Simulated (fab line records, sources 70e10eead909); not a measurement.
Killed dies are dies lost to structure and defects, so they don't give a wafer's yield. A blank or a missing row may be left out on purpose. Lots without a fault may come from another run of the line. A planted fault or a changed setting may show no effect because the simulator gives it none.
fab line records | flow nand_harc
record lots=14 wafers=42 last_day=34
route steps=1302 shown A_ONON_D2@567 A_CHANNEL_HOLE_D2@579 END@1301
lots that met no fault: from a run of the same line without faults
start_h: hours from the record's first day to the start of the lot's first wafer shown | wait_h: hours since the lot's step before | " the same as in the row above | L1.1+2: a row that stands for several wafers | - no value, or no start given | * or withheld: withheld | < > ~ a bound
route shown NAME@n: a module of which the file shows steps, and the number in the route of the first | usual: mean/standard deviation of fault-free wafers | same: alike in all rows | chamber/n: place in a boat | sites: the reading at each site | _std_site: their standard deviation | _edge_site: outer sites' mean less inner sites' | radius_mm: how far each site lies from the wafer's centre | mask NAME#n: copy n | behind: the tool/chamber that last shaped the wafer | hold: why the lot was held/for how many hours/how that ended | device: the transistor (n, p or np) that didn't switch | end of line: the same wafers' tests at the end of the route | a step without rows: its recipe alone | killed: dies lost to structure and defects at the first sort, not the wafer's yield | map: a wafer's dies, x killed, . not, _ none there
set.NAME: the setting as run; set.NAME@STEP: as run at that earlier step | model.NAME: the simulator's own value behind a step, which no gauge read
steps of the route over a sample of lots; a table a step, a row a wafer
services: from which hour (start_h, from the record's first day; less than 0 if before it) a tool's chamber was out of use, for how many hours, and why
## steps
# step NHARC_A_ONON_D2_THK_MEAS_34
# recipe thk_meas_gauge=ellipsometry
# usual thk_nm=199.8/2.7
# columns lot.wafer tool chamber start_h wait_h thk_nm
L249.1 film_metro-02 - 275.39 - 196.4
L249.2 " - " " 200.4
L249.6 " - " " 205.6
L251.1 film_metro-02 - 296.59 - 196.3
L251.2 " - " " 194.7
L251.6 " - " " 199.4
L253.1 film_metro-01 - 317.07 - 195.2
L253.3 " - " " 197.6
L253.6 " - " " 197.7
L252.2 film_metro-01 - 317.25 - 201.3
L252.3 " - " " 198.4
L252.4 " - " " 202.7
L254.4 film_metro-01 - 341.42 - 199.2
L254.5 " - " " 204.7
L254.6 " - " " 200.6
L256.1 film_metro-02 - 367.80 - 199.7
L256.4 " - " " 199.0
L256.5 " - " " 198.2
L257.3 film_metro-01 - 373.95 - 200.5
L257.5 " - " " 203.4
L257.6 " - " " 205.1
L259.2 film_metro-01 - 394.16 - 200.0
L259.3 " - " " 199.7
L259.4 " - " " 201.8
L260.1 film_metro-02 - 398.82 - 194.8
L260.2 " - " " 196.3
L260.4 " - " " 200.3
L264.3 film_metro-01 - 435.96 - 200.5
L264.4 " - " " 200.7
L264.5 " - " " 202.6
L265.2 film_metro-02 - 436.01 - 198.9
L265.3 " - " " 198.2
L265.5 " - " " 201.7
L266.1 film_metro-01 - 461.05 - 199.7
L266.4 " - " " 208.9
L266.6 " - " " 201.6
L271.3 film_metro-02 - 501.37 - 198.4
L271.4 " - " " 195.4
L271.6 " - " " 200.4
L272.2 film_metro-01 - 526.65 - 196.8
L272.3 " - " " 195.6
L272.4 " - " " 199.6
# step NHARC_A_CHANNEL_HOLE_D2_EXPOSE_07
# recipe na=1.35 target_cd_nm=100 sigma_outer=0.3 dose_mj=59.65 mask_id=HOLE_D2
# usual exposure_dose_mJ_cm2=59.73/0.17
# columns lot.wafer tool chamber start_h wait_h mask exposure_dose_mJ_cm2
L249.1 arfi_scanner-02 0 279.10 - HOLE_D2#0 59.59
L249.2 " 0 " " HOLE_D2#0 59.63
L249.6 " 0 " " HOLE_D2#0 59.64
L251.1 arfi_scanner-03 0 301.49 - HOLE_D2#0 59.65
L251.2 " 0 " " HOLE_D2#0 59.65
L251.6 " 0 " " HOLE_D2#0 59.66
L253.1 arfi_scanner-01 0 319.74 - HOLE_D2#0 60.05
L253.3 " 0 " " HOLE_D2#0 60.03
L253.6 " 0 " " HOLE_D2#0 60.04
L252.2 arfi_scanner-02 0 319.94 - HOLE_D2#0 59.64
L252.3 " 0 " " HOLE_D2#0 59.58
L252.4 " 0 " " HOLE_D2#0 59.71
L254.4 arfi_scanner-02 0 344.11 - HOLE_D2#0 59.48
L254.5 " 0 " " HOLE_D2#0 59.60
L254.6 " 0 " " HOLE_D2#0 59.68
L256.1 arfi_scanner-01 0 371.80 - HOLE_D2#0 60.02
L256.4 " 0 " " HOLE_D2#0 59.90
L256.5 " 0 " " HOLE_D2#0 59.98
L257.3 arfi_scanner-01 0 376.53 - HOLE_D2#0 60.01
L257.5 " 0 " " HOLE_D2#0 60.00
L257.6 " 0 " " HOLE_D2#0 59.98
L259.2 arfi_scanner-03 0 396.97 - HOLE_D2#0 59.59
L259.3 " 0 " " HOLE_D2#0 59.61
L259.4 " 0 " " HOLE_D2#0 59.59
L260.1 arfi_scanner-02 0 405.39 - HOLE_D2#0 59.74
L260.2 " 0 " " HOLE_D2#0 59.58
L260.4 " 0 " " HOLE_D2#0 59.57
L264.3 arfi_scanner-02 0 440.89 - HOLE_D2#0 43.12
L264.4 " 0 " " HOLE_D2#0 43.05
L264.5 " 0 " " HOLE_D2#0 43.11
L265.2 arfi_scanner-03 0 441.32 - HOLE_D2#0 59.59
L265.3 " 0 " " HOLE_D2#0 59.77
L265.5 " 0 " " HOLE_D2#0 59.68
L266.1 arfi_scanner-02 0 463.67 - HOLE_D2#0 46.44
L266.4 " 0 " " HOLE_D2#0 46.48
L266.6 " 0 " " HOLE_D2#0 46.51
L271.3 arfi_scanner-03 0 504.64 - HOLE_D2#0 59.54
L271.4 " 0 " " HOLE_D2#0 59.62
L271.6 " 0 " " HOLE_D2#0 59.53
L272.2 arfi_scanner-03 0 529.18 - HOLE_D2#0 59.64
L272.3 " 0 " " HOLE_D2#0 59.66
L272.4 " 0 " " HOLE_D2#0 59.72
# step NHARC_A_CHANNEL_HOLE_D2_CD_MEAS_10
# recipe target_cd_nm=100 landing_energy_ev=500
# usual cd_nm=100.1/0.44
# columns lot.wafer tool chamber start_h wait_h cd_nm
L249.1 cd_sem-02 0 279.24 - 99.4
L249.2 " 0 " " 100.2
L249.6 " 0 " " 100.5
L251.1 cd_sem-03 0 301.63 - 99.6
L251.2 " 0 " " 100.2
L251.6 " 0 " " 100.2
L253.1 cd_sem-02 0 319.88 - 99.5
L253.3 " 0 " " 99.6
L253.6 " 0 " " 99.6
L252.2 cd_sem-02 0 320.08 - 99.8
L252.3 " 0 " " 99.9
L252.4 " 0 " " 100.0
L254.4 cd_sem-03 0 344.24 - 99.9
L254.5 " 0 " " 100.2
L254.6 " 0 " " 99.2
L256.1 cd_sem-01 0 371.93 - 99.8
L256.4 " 0 " " 99.8
L256.5 " 0 " " 100.1
L257.3 cd_sem-03 0 376.66 - 100.4
L257.5 " 0 " " 100.1
L257.6 " 0 " " 100.3
L259.2 cd_sem-02 0 397.11 - 100.2
L259.3 " 0 " " 100.3
L259.4 " 0 " " 100.2
L260.1 cd_sem-02 0 405.53 - 100.0
L260.2 " 0 " " 100.6
L260.4 " 0 " " 100.7
L264.3 cd_sem-01 0 441.02 - 84.5
L264.4 " 0 " " 85.0
L264.5 " 0 " " 84.8
L265.2 cd_sem-03 0 441.46 - 99.8
L265.3 " 0 " " 99.7
L265.5 " 0 " " 100.4
L266.1 cd_sem-03 0 463.81 - 88.5
L266.4 " 0 " " 88.6
L266.6 " 0 " " 88.1
L271.3 cd_sem-01 0 504.78 - 100.4
L271.4 " 0 " " 100.1
L271.6 " 0 " " 100.6
L272.2 cd_sem-02 0 529.32 - 99.4
L272.3 " 0 " " 99.9
L272.4 " 0 " " 99.4
# step NHARC_A_CHANNEL_HOLE_D2_ETCH_20
# recipe bias_v=3000 source_w=withheld pressure_mtorr=20 time_s=361.9 ar_flow_sccm=375 c4f8_flow_sccm=89.3 o2_flow_sccm=35.7 temp_c=-20 target_depth_a=16000 chemistry=C4F8/O2/Ar
# usual drypump_motor_current_A=5.9/0.36 showerhead_plenum_p_Torr=3.69/0.19 throttle_valve_pct=32.154/0.0091
# columns lot.wafer tool chamber start_h wait_h drypump_motor_current_A rf_hours_counter_h showerhead_plenum_p_Torr throttle_valve_pct
L249.2 har_etch-01 0 280.71 0.1 6.2 137 3.52 32.158
L249.1 " 1 " " 5.4 137 3.71 32.148
L249.6 " 1 " " 5.4 - 3.71 32.154
L251.2 har_etch-02 1 303.12 0.1 5.8 360 3.50 32.162
L251.1 " 0 " " 6.4 360 3.41 32.156
L251.6 " 1 " " 5.8 - 3.50 32.145
L253.1 har_etch-01 1 321.36 0.1 5.5 164 3.69 32.174
L253.3 " 1 " " 5.4 - 3.69 32.151
L253.6 " 1 " " 5.4 - 3.69 32.155
L252.2 har_etch-01 0 325.53 0.1 6.2 168 3.50 32.147
L252.3 " 0 " " 6.2 - 3.50 32.155
L252.4 " 1 " " 5.4 - 3.69 32.166
L254.4 har_etch-01 0 348.57 0.2 6.2 - 3.50 32.165
L254.5 " 1 " " 5.4 - 3.68 32.153
L254.6 " 0 " " 6.2 - 3.50 32.160
L256.1 har_etch-01 1 373.61 0.1 5.5 198 3.67 32.159
L256.4 " 1 " " 5.5 - 3.67 32.137
L256.5 " 1 " " 5.5 - 3.67 32.151
L257.3 har_etch-01 0 382.11 0.2 6.2 - 3.48 32.162
L257.6 " 1 " " 5.5 - 3.67 32.144
L257.5 " 0 " " 6.2 - 3.48 32.163
L259.2 har_etch-01 1 402.67 0.1 5.4 225 3.66 32.145
L259.4 " 1 " " 5.4 - 3.66 32.161
L259.3 " 0 " " 6.2 - 3.47 32.138
L260.2 har_etch-02 0 407.01 0.1 6.4 8 3.92 32.150
L260.1 " 1 " " 5.8 8 3.93 32.158
L260.4 " 0 " " 6.3 - 3.92 32.169
L264.4 har_etch-02 0 442.81 0.2 6.3 - 3.91 32.151
L264.3 " 1 " " 5.8 - 3.92 32.156
L264.5 " 0 " " 6.3 - 3.91 32.161
L265.2 har_etch-01 1 444.76 0.1 5.4 252 3.64 32.162
L265.3 " 0 " " 6.2 - 3.46 32.161
L265.5 " 0 " " 6.2 - 3.46 32.160
L266.1 har_etch-02 0 465.35 0.1 6.3 42 3.90 32.152
L266.4 " 0 " " 6.3 - 3.90 32.147
L266.6 " 0 " " 6.3 - 3.90 32.148
L271.4 har_etch-01 0 506.35 0.2 6.2 - 3.44 32.148
L271.3 " 1 " " 5.4 - 3.62 32.151
L271.6 " 1 " " 5.5 - 3.63 32.152
L272.2 har_etch-02 1 530.84 0.1 5.8 73 3.89 32.163
L272.4 " 0 " " 6.3 - 3.89 32.151
L272.3 " 1 " " 5.8 - 3.89 32.150
# step NHARC_A_CHANNEL_HOLE_D2_ETCH_24
# recipe bias_v=5000 source_w=withheld pressure_mtorr=20 time_s=906.2 ar_flow_sccm=375 c4f8_flow_sccm=93.8 o2_flow_sccm=31.2 temp_c=-20 target_depth_a=15000 chemistry=C4F8/O2/Ar
# usual drypump_motor_current_A=5.9/0.35 showerhead_plenum_p_Torr=3.69/0.18 throttle_valve_pct=32.236/0.0086
# columns lot.wafer tool chamber start_h wait_h drypump_motor_current_A rf_hours_counter_h showerhead_plenum_p_Torr throttle_valve_pct
L249.2 har_etch-01 0 282.73 0.6 6.2 139 3.51 32.227
L249.1 " 1 " " 5.4 139 3.70 32.234
L249.6 " 1 " " 5.5 - 3.70 32.235
L251.2 har_etch-02 1 305.11 0.6 5.8 362 3.50 32.236
L251.1 " 0 " " 6.3 362 3.40 32.242
L251.6 " 1 " " 5.8 - 3.50 32.229
L253.1 har_etch-01 1 323.39 0.6 5.5 166 3.69 32.245
L253.3 " 1 " " 5.5 - 3.69 32.227
L253.6 " 1 " " 5.5 - 3.69 32.237
L252.2 har_etch-01 0 327.53 0.6 6.2 170 3.50 32.255
L252.3 " 0 " " 6.3 - 3.50 32.256
L252.4 " 1 " " 5.4 - 3.68 32.238
L254.4 har_etch-01 0 350.81 0.6 6.2 - 3.49 32.232
L254.5 " 1 " " 5.4 - 3.68 32.244
L254.6 " 0 " " 6.3 - 3.49 32.241
L256.1 har_etch-01 1 375.63 0.6 5.4 200 3.67 32.238
L256.4 " 1 " " 5.5 - 3.67 32.237
L256.5 " 1 " " 5.5 - 3.67 32.231
L257.3 har_etch-01 0 384.36 0.6 6.3 - 3.48 32.254
L257.6 " 1 " " 5.4 - 3.66 32.243
L257.5 " 0 " " 6.2 - 3.48 32.251
L259.2 har_etch-01 1 404.68 0.6 5.5 227 3.65 32.229
L259.4 " 1 " " 5.4 - 3.65 32.245
L259.3 " 0 " " 6.2 - 3.47 32.241
L260.2 har_etch-02 0 409.03 0.6 6.3 10 3.92 32.236
L260.1 " 1 " " 5.8 10 3.92 32.223
L260.4 " 0 " " 6.3 - 3.92 32.233
L264.4 har_etch-02 0 444.96 0.6 6.3 - 3.91 32.222
L264.3 " 1 " " 5.8 - 3.91 32.231
L264.5 " 0 " " 6.3 - 3.91 32.232
L265.2 har_etch-01 1 446.78 0.6 5.4 254 3.64 32.237
L265.3 " 0 " " 6.2 - 3.46 32.243
L265.5 " 0 " " 6.2 - 3.45 32.232
L266.1 har_etch-02 0 467.43 0.6 6.3 44 3.90 32.245
L266.4 " 0 " " 6.4 - 3.90 32.231
L266.6 " 0 " " 6.4 - 3.90 32.225
L271.4 har_etch-01 0 508.53 0.6 6.2 - 3.44 32.222
L271.3 " 1 " " 5.4 - 3.62 32.243
L271.6 " 1 " " 5.4 - 3.62 32.225
L272.2 har_etch-02 1 532.94 0.6 5.8 75 3.88 32.216
L272.4 " 0 " " 6.3 - 3.88 32.239
L272.3 " 1 " " 5.9 - 3.89 32.228
# step NHARC_A_CHANNEL_HOLE_D2_CD_MEAS_31
# usual cd_nm=90.0/1.2
# columns lot.wafer tool chamber start_h wait_h cd_nm
L249.1 cd_sem-03 - 286.12 - 88.1
L249.2 " - " " 90.1
L249.6 " - " " 89.8
L251.1 cd_sem-03 - 308.50 - 88.4
L251.2 " - " " 88.2
L251.6 " - " " 90.6
L253.1 cd_sem-03 - 326.77 - 87.6
L253.3 " - " " 89.3
L253.6 " - " " 87.8
L252.2 cd_sem-02 - 330.92 - 86.6
L252.3 " - " " 89.2
L252.4 " - " " 88.4
L254.4 cd_sem-02 - 353.97 - 88.7
L254.5 " - " " 89.7
L254.6 " - " " 90.9
L256.1 cd_sem-03 - 379.03 - 88.9
L256.4 " - " " 89.3
L256.5 " - " " 90.2
L257.3 cd_sem-02 - 387.38 - 90.9
L257.5 " - " " 91.5
L257.6 " - " " 91.1
L259.2 cd_sem-03 - 408.24 - 87.6
L259.3 " - " " 90.2
L259.4 " - " " 87.2
L260.1 cd_sem-02 - 412.50 - 92.2
L260.2 " - " " 93.0
L260.4 " - " " 90.4
L264.3 cd_sem-03 - 448.10 - 73.7
L264.4 " - " " 74.3
L264.5 " - " " 75.0
L265.2 cd_sem-03 - 450.17 - 87.5
L265.3 " - " " 89.5
L265.5 " - " " 88.0
L266.1 cd_sem-01 - 470.69 - 80.0
L266.4 " - " " 77.7
L266.6 " - " " 77.0
L271.3 cd_sem-03 - 511.66 - 91.4
L271.4 " - " " 89.0
L271.6 " - " " 90.8
L272.2 cd_sem-01 - 536.22 - 89.2
L272.3 " - " " 90.3
L272.4 " - " " 89.6
# step NHARC_A_CHANNEL_HOLE_D2_XSEM_32
# recipe landing_energy_ev=35000
# usual bot_cd_nm=74.5/1.3 bow_nm=8.59/0.28 tilt_deg=0.06/0.043
# columns lot.wafer tool chamber start_h wait_h bot_cd_nm bow_nm tilt_deg
L249.1 xsem-02 0 286.22 0.1 72.6 8.87 0.03
L249.2 " 0 " " 74.5 8.83 0.03
L249.6 " 0 " " 74.4 8.81 0.03
L251.1 xsem-01 0 308.59 0.1 72.4 8.43 0.09
L251.2 " 0 " " 72.5 8.45 0.09
L251.6 " 0 " " 74.9 8.38 0.09
L253.1 xsem-01 0 326.85 0.1 71.3 8.70 0.05
L253.3 " 0 " " 74.1 8.61 0.05
L253.6 " 0 " " 72.3 8.63 0.05
L252.2 xsem-02 0 331.02 0.1 71.5 8.34 0.05
L252.3 " 0 " " 73.3 8.40 0.05
L252.4 " 0 " " 72.2 8.39 0.05
L254.4 xsem-02 0 354.06 0.1 72.7 8.21 0.06
L254.5 " 0 " " 73.8 8.24 0.06
L254.6 " 0 " " 74.7 8.29 0.06
L256.1 xsem-02 0 379.12 0.1 73.1 8.14 0.18
L256.4 " 0 " " 73.1 8.16 0.18
L256.5 " 0 " " 74.5 8.05 0.18
L257.3 xsem-02 0 387.48 0.1 75.8 8.70 0.05
L257.5 " 0 " " 77.1 8.66 0.05
L257.6 " 0 " " 75.6 8.78 0.05
L259.2 xsem-02 0 408.33 0.1 72.3 8.70 0.08
L259.3 " 0 " " 74.5 8.62 0.08
L259.4 " 0 " " 71.8 8.72 0.08
L260.1 xsem-01 0 412.59 0.1 76.2 8.69 0.03
L260.2 " 0 " " 76.5 8.68 0.02
L260.4 " 0 " " 73.6 8.80 0.02
L264.3 xsem-02 0 448.20 0.1 57.5 8.72 0.04
L264.4 " 0 " " 58.1 8.66 0.04
L264.5 " 0 " " 59.1 8.74 0.04
L265.2 xsem-01 0 450.26 0.1 72.2 8.54 0.06
L265.3 " 0 " " 73.8 8.64 0.06
L265.5 " 0 " " 72.2 8.52 0.06
L266.1 xsem-01 0 470.77 0.1 64.9 8.49 0.05
L266.4 " 0 " " 62.6 8.49 0.05
L266.6 " 0 " " 62.4 8.65 0.05
L271.3 xsem-01 0 511.75 0.1 76.0 8.72 0.05
L271.4 " 0 " " 73.5 8.53 0.04
L271.6 " 0 " " 76.6 8.68 0.05
L272.2 xsem-01 0 536.31 0.1 74.5 8.91 0.06
L272.3 " 0 " " 75.2 8.89 0.06
L272.4 " 0 " " 74.3 8.84 0.06
# step NHARC_END_WLT_00
# usual VT_DECK1_BOTTOM=0.868/0.008 VT_DECK1_BOTTOM_INNER=0.868/0.008 VT_DECK1_MEDIAN_NEAR_BOTTOM=0.869/0.0079 VT_DECK1_MEDIAN_NEAR_BOTTOM_INNER=0.868/0.0084 VT_DECK1_MIDDLE=0.881/0.0075 VT_DECK1_MIDDLE_INNER=0.881/0.0072 VT_DECK1_TOP=0.893/0.0077 VT_DECK1_TOP_INNER=0.893/0.0074 VT_DECK2_BOTTOM=0.869/0.0084 VT_DECK2_BOTTOM_INNER=0.871/0.0076 VT_DECK2_MEDIAN_NEAR_BOTTOM=0.871/0.0085 VT_DECK2_MEDIAN_NEAR_BOTTOM_INNER=0.871/0.008 VT_DECK2_MIDDLE=0.884/0.0075 VT_DECK2_MIDDLE_INNER=0.884/0.0075 VT_DECK2_TOP=0.895/0.0074 VT_DECK2_TOP_INNER=0.895/0.0077
# columns lot.wafer tool chamber start_h wait_h VT_DECK1_BOTTOM VT_DECK1_BOTTOM_INNER VT_DECK1_MEDIAN_NEAR_BOTTOM VT_DECK1_MEDIAN_NEAR_BOTTOM_INNER VT_DECK1_MIDDLE VT_DECK1_MIDDLE_INNER VT_DECK1_TOP VT_DECK1_TOP_INNER VT_DECK2_BOTTOM VT_DECK2_BOTTOM_INNER VT_DECK2_MEDIAN_NEAR_BOTTOM VT_DECK2_MEDIAN_NEAR_BOTTOM_INNER VT_DECK2_MIDDLE VT_DECK2_MIDDLE_INNER VT_DECK2_TOP VT_DECK2_TOP_INNER
L249.1 prober-02 - 544.15 0.1 0.880 0.873 0.868 0.872 0.889 0.888 0.899 0.898 0.844 0.855 0.857 0.850 0.870 0.874 0.879 0.880
L249.2 " - " " 0.871 0.873 0.873 0.871 0.889 0.888 0.902 0.893 0.854 0.863 0.870 0.855 0.866 0.870 0.884 0.878
L249.6 " - 546.65 2.6 0.879 0.877 0.881 0.883 0.885 0.880 0.893 0.901 0.864 0.854 0.853 0.857 0.869 0.871 0.877 0.876
L251.1 prober-02 - 577.90 0.1 0.880 0.883 0.882 0.875 0.896 0.895 0.899 0.904 0.850 0.861 0.867 0.870 0.884 0.883 0.884 0.893
L251.2 " - " " 0.874 0.884 0.883 0.873 0.895 0.895 0.908 0.898 0.864 0.860 0.863 0.864 0.877 0.883 0.896 0.891
L251.6 " - 580.37 2.5 0.882 0.876 0.875 0.883 0.891 0.893 0.903 0.910 0.874 0.873 0.866 0.877 0.886 0.882 0.894 0.890
L252.2 prober-02 - 586.34 0.6 0.856 0.852 0.868 0.859 0.883 0.871 0.888 0.892 0.854 0.856 0.847 0.858 0.878 0.872 0.887 0.894
L252.3 " - " " 0.855 0.859 0.862 0.864 0.878 0.873 0.888 0.895 0.856 0.865 0.863 0.868 0.872 0.876 0.892 0.879
L252.4 " - " " 0.868 0.859 0.875 0.865 0.883 0.877 0.887 0.890 0.857 0.854 0.853 0.861 0.866 0.879 0.889 0.883
L253.1 prober-01 - 591.00 0.0 0.868 0.861 0.864 0.871 0.877 0.876 0.892 0.892 0.863 0.865 0.864 0.860 0.881 0.873 0.897 0.897
L253.3 " - 592.00 1.0 0.871 0.872 0.866 0.871 0.884 0.886 0.898 0.901 0.877 0.870 0.874 0.870 0.880 0.881 0.898 0.893
L253.6 " - 593.50 2.5 0.875 0.870 0.874 0.864 0.880 0.884 0.901 0.897 0.865 0.869 0.863 0.873 0.881 0.886 0.891 0.894
L254.4 prober-02 - 618.98 1.5 0.867 0.873 0.879 0.873 0.879 0.883 0.885 0.892 0.861 0.869 0.876 0.867 0.879 0.883 0.895 0.900
L254.5 " - " " 0.864 0.859 0.867 0.868 0.882 0.878 0.890 0.889 0.876 0.865 0.865 0.872 0.884 0.878 0.890 0.900
L254.6 " - " " 0.867 0.868 0.862 0.868 0.878 0.876 0.888 0.882 0.870 0.871 0.871 0.875 0.890 0.888 0.885 0.895
L256.1 prober-02 - 645.27 0.1 0.877 0.872 0.880 0.873 0.883 0.878 0.893 0.887 0.859 0.863 0.854 0.860 0.872 0.878 0.890 0.882
L256.4 " - 646.74 1.5 0.865 0.872 0.876 0.871 0.885 0.882 0.897 0.892 0.856 0.864 0.856 0.864 0.878 0.869 0.883 0.882
L256.5 " - " " 0.874 0.876 0.878 0.872 0.886 0.886 0.888 0.896 0.866 0.866 0.863 0.867 0.875 0.877 0.887 0.890
L257.3 prober-01 - 646.25 1.0 0.871 0.869 0.871 0.865 0.873 0.870 0.884 0.879 0.871 0.880 0.874 0.870 0.887 0.888 0.901 0.903
L257.5 " - 647.26 2.0 0.862 0.856 0.855 0.869 0.869 0.871 0.877 0.884 0.875 0.866 0.878 0.883 0.886 0.884 0.899 0.904
L257.6 " - " " 0.863 0.859 0.858 0.867 0.869 0.871 0.885 0.887 0.872 0.877 0.871 0.878 0.885 0.896 0.903 0.898
L260.1 prober-01 - 674.36 0.0 0.869 0.876 0.875 0.876 0.882 0.882 0.899 0.895 0.874 0.875 0.875 0.875 0.887 0.886 0.892 0.905
L260.2 " - " " 0.861 0.866 0.865 0.869 0.884 0.886 0.901 0.892 0.878 0.881 0.880 0.880 0.879 0.886 0.898 0.891
L260.4 " - 675.86 1.5 0.868 0.866 0.875 0.865 0.879 0.881 0.895 0.893 0.869 0.871 0.865 0.872 0.884 0.886 0.896 0.892
L259.2 prober-02 - 674.88 0.6 0.871 0.860 0.861 0.860 0.865 0.874 0.879 0.888 0.861 0.875 0.866 0.865 0.877 0.877 0.894 0.893
L259.3 " - " " 0.859 0.861 0.862 0.866 0.878 0.874 0.884 0.894 0.861 0.874 0.864 0.868 0.877 0.886 0.896 0.898
L259.4 " - " " 0.873 0.854 0.864 0.862 0.876 0.872 0.889 0.884 0.866 0.861 0.858 0.866 0.877 0.881 0.884 0.889
L265.2 prober-01 - 698.52 0.5 0.861 0.868 0.863 0.846 0.879 0.878 0.893 0.895 0.867 0.870 0.863 0.869 0.886 0.891 0.900 0.900
L265.3 " - " " 0.863 0.862 0.867 0.869 0.878 0.874 0.890 0.890 0.878 0.873 0.874 0.869 0.886 0.895 0.896 0.895
L265.5 " - " " 0.863 0.864 0.866 0.861 0.876 0.876 0.892 0.889 0.863 0.868 0.866 0.868 0.889 0.884 0.896 0.897
L264.3 prober-01 - 708.18 1.0 0.870 0.878 0.869 0.875 0.887 0.885 0.897 0.894 0.811 0.802 0.813 0.811 0.842 0.827 0.844 0.851
L264.4 " - " " 0.861 0.864 0.871 0.871 0.883 0.882 0.895 0.897 0.805 0.818 0.808 0.810 0.833 0.837 0.854 0.853
L264.5 " - " " 0.868 0.869 0.867 0.866 0.879 0.879 0.892 0.900 0.813 0.813 0.825 0.822 0.828 0.842 0.849 0.854
L266.1 prober-02 - 730.21 0.1 0.864 0.848 0.859 0.856 0.868 0.869 0.885 0.890 0.839 0.839 0.837 0.842 0.849 0.858 0.863 0.871
L266.4 " - 731.70 1.5 0.869 0.857 0.862 0.862 0.873 0.875 0.889 0.887 0.830 0.834 0.840 0.835 0.845 0.847 0.866 0.867
L266.6 " - " " 0.866 0.866 0.866 0.876 0.882 0.874 0.881 0.874 0.819 0.823 0.825 0.833 0.846 0.842 0.867 0.865
L271.3 prober-01 - 770.67 1.7 0.871 0.865 0.868 0.866 0.879 0.875 0.887 0.898 0.875 0.877 0.880 0.875 0.885 0.880 0.897 0.888
L271.4 " - " " 0.873 0.875 0.859 0.863 0.874 0.881 0.898 0.892 0.858 0.873 0.875 0.867 0.883 0.884 0.893 0.897
L271.6 " - 772.17 3.2 0.865 0.863 0.869 0.862 0.883 0.872 0.891 0.890 0.871 0.872 0.869 0.880 0.887 0.887 0.897 0.898
L272.2 prober-01 - 808.06 0.6 0.870 0.862 0.865 0.870 0.885 0.883 0.905 0.904 0.871 0.876 0.878 0.875 0.889 0.879 0.893 0.891
L272.3 " - " " 0.877 0.886 0.883 0.892 0.898 0.897 0.908 0.905 0.874 0.874 0.870 0.870 0.881 0.888 0.894 0.901
L272.4 " - " " 0.875 0.878 0.882 0.884 0.892 0.891 0.904 0.905 0.871 0.869 0.868 0.868 0.894 0.889 0.893 0.901
## services
# columns tool chamber start_h hours kind
arfi_scanner-03 - 259.12 2.3 repair
arfi_scanner-01 - 271.55 2.1 repair
har_etch-02 1 307.13 - consumable_replace:focus_ring
har_etch-02 1 307.13 17.0 scheduled_down
har_etch-02 1 307.13 17.0 vent_cycle
arfi_scanner-02 - 329.42 4.0 pm
arfi_scanner-01 - 347.93 1.8 repair
arfi_scanner-03 - 368.00 4.0 pm
arfi_scanner-01 - 369.29 0.3 repair
xsem-01 - 374.00 14.0 pm
har_etch-02 - 380.30 17.0 pm
arfi_scanner-03 - 386.96 2.0 repair
arfi_scanner-02 - 395.04 0.3 repair
arfi_scanner-01 - 424.00 4.0 pm
arfi_scanner-02 - 428.53 0.6 repair
har_etch-02 - 430.23 1.9 repair
arfi_scanner-01 - 431.33 2.9 repair
arfi_scanner-02 - 439.04 1.5 repair
arfi_scanner-01 - 465.33 1.3 repair
arfi_scanner-02 - 490.21 0.3 repair
arfi_scanner-03 - 491.17 1.6 repair
har_etch-02 - 491.79 0.5 repair
arfi_scanner-02 - 501.42 4.0 pm
arfi_scanner-02 - 508.91 5.4 repair
## key
first_sign step=NHARC_A_CHANNEL_HOLE_D2_EXPOSE_07 reading=exposure_dose_mJ_cm2 direction=down sigmas=87 usual=59.73 struck=44.79
effect step=NHARC_A_CHANNEL_HOLE_D2_CD_MEAS_10 reading=cd_nm direction=down sigmas=31 usual=100.1 struck=86.6 through=control_loop
effect step=NHARC_A_CHANNEL_HOLE_D2_CD_MEAS_31 reading=cd_nm direction=down sigmas=11 usual=90.0 struck=76.3 through=control_loop
effect step=NHARC_A_CHANNEL_HOLE_D2_XSEM_32 reading=bot_cd_nm direction=down sigmas=10 usual=74.5 struck=60.8 through=control_loop
effect step=NHARC_END_WLT_00 reading=VT_DECK2_BOTTOM_INNER direction=down sigmas=6.5 usual=0.871 struck=0.822
met_at NHARC_A_CHANNEL_HOLE_D2_EXPOSE_07
struck_lots L264,L266
sort_left_out L264.3,L264.4,L264.5,L266.1,L266.4,L266.6
tester_left_out L264,L266
loop_trim step=NHARC_A_CHANNEL_HOLE_D2_EXPOSE_07 setting=dose lots=L266
not_acting_at NHARC_A_ONON_D2_THK_MEAS_34,NHARC_A_CHANNEL_HOLE_D2_ETCH_20,NHARC_A_CHANNEL_HOLE_D2_ETCH_24
onset_between 405.39 440.89
fault kind=process_parameter_drift tool=arfi_scanner-02 chamber=- onset_h=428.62 steps=NHARC_A_CHANNEL_HOLE_D2_EXPOSE_07 channel=dose_mj offset=-16.551 shape=step acts_in=these_recipes_only stated=59.65
# tester_left_out: of these lots the tester's yield and bins aren't shown, on N5 and GAA mostly nor the transistor test; their killed dies are dies lost to structure and defects alone, not to doping, threshold or leakage, so they don't give the yield
# sort_left_out: the simulated sort isn't trusted on such a fault, so these wafers' sort isn't shown, and their yield isn't known
# loop_trim: a control loop set the setting to another value than it would have without faults
